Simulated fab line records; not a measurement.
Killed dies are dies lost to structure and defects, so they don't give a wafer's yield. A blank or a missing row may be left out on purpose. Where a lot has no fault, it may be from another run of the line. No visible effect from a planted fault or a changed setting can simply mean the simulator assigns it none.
Matching of chambers || flow n5-finfet || N5_BEOL_M6_PECVD_70 on pecvd-01: 3 sister chambers
The step deposits SiO2 from TEOS/O2, target thk 20 nm, time 22.7 s. 3 wafers are shown with their chamber, then 7 later ones without.

== WAFERS, EACH WITH ITS CHAMBER ==
{"wafer": "L084.6", "chamber": 1, "showerhead-plenum-p-Torr (Torr)": 8.92}
{"wafer": "L091.1", "chamber": 0, "showerhead-plenum-p-Torr (Torr)": 8.62}
{"wafer": "L091.2", "chamber": 2, "showerhead-plenum-p-Torr (Torr)": 8.60}

== WAFERS WITHOUT THEIR CHAMBER ==
{"wafer": "L091.3", "showerhead-plenum-p-Torr (Torr)": 8.94}
{"wafer": "L093.1", "showerhead-plenum-p-Torr (Torr)": 8.63}
{"wafer": "L093.2", "showerhead-plenum-p-Torr (Torr)": 8.95}
{"wafer": "L093.6", "showerhead-plenum-p-Torr (Torr)": 8.93}
{"wafer": "L094.1", "showerhead-plenum-p-Torr (Torr)": 8.92}
{"wafer": "L094.2", "showerhead-plenum-p-Torr (Torr)": 8.63}
{"wafer": "L094.6", "showerhead-plenum-p-Torr (Torr)": 8.63}

== WHICH CHAMBER EACH WENT THROUGH ==
{"wafer": "L091.3", "from the rows above": 1, "in truth": 1}
{"wafer": "L093.1", "from the rows above": "can't be placed: 0 or 2", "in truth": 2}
{"wafer": "L093.2", "from the rows above": 1, "in truth": 1}
{"wafer": "L093.6", "from the rows above": 1, "in truth": 1}
{"wafer": "L094.1", "from the rows above": 1, "in truth": 1}
{"wafer": "L094.2", "from the rows above": "can't be placed: 0 or 2", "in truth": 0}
{"wafer": "L094.6", "from the rows above": "can't be placed: 0 or 2", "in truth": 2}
Placed correctly: 4 of 7. Can't be placed from these rows: 3 (the true chamber is among the candidates in 3). 0 placed wrongly.
How it was worked out, from the rows above alone: a wafer's distance from a chamber is the root of the sum, over the readings, of the square of ((its reading less the chamber's mean) divided by the reading's scatter). If the next closest chamber is less than 2 further off than the closest, the wafer can't be placed; otherwise it belongs to the closest. The mean given for a chamber averages the wafers shown for that chamber. The scatter: root of mean squared gap, hidden wafer to nearest shown wafer, with one shown wafer a chamber.
